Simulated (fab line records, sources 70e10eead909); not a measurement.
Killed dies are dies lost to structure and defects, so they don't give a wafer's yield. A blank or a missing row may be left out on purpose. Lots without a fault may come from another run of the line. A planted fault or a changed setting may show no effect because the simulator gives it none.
Chamber matching | flow nand_harc | NHARC_A_CHANNEL_FILL_D1_ALD_16 on ald_hk-02: 4 sister chambers
The step deposits SiO2, target thk 1.5 nm, pulse time 10 s, ald cycles 15. 4 wafers are shown with their chamber, then 10 later ones without.

WAFERS WITH THEIR CHAMBER
wafer  | chamber | heater_power_w (W)
L083.5 | 2       | 485
L083.6 | 1       | 507
L089.3 | 0       | 408
L089.5 | 3       | 443

WAFERS WITHOUT THEIR CHAMBER
wafer  | heater_power_w (W)
L089.6 | 482
L091.1 | 474
L091.5 | 438
L091.6 | 412
L093.2 | 485
L093.4 | 410
L093.6 | 490
L096.1 | 482
L096.4 | 404
L096.6 | 458

WHICH CHAMBER EACH WENT THROUGH
wafer  | from the rows above     | in truth
L089.6 | 2                       | 2
L091.1 | 2                       | 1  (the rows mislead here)
L091.5 | 3                       | 3
L091.6 | 0                       | 0
L093.2 | 2                       | 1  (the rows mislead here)
L093.4 | 0                       | 0
L093.6 | can't be placed: 2 or 1 | 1
L096.1 | 2                       | 2
L096.4 | 0                       | 0
L096.6 | can't be placed: 3 or 2 | 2
Placed correctly: 6 of 10. Can't be placed from these rows: 2 (the true chamber is among the candidates in 2). Placed wrongly: 2.
How it was worked out, from the rows above alone: a wafer's distance from a chamber is the root of the sum, over the readings, of the square of ((its reading less the chamber's mean) divided by the reading's scatter). The wafer belongs to the nearest chamber; if the next one is less than 2 further off, it can't be placed. A chamber's mean is the mean of its shown wafers. The scatter: with one shown wafer a chamber, the root of the mean of the squares of how far each hidden wafer lies from its nearest shown one.
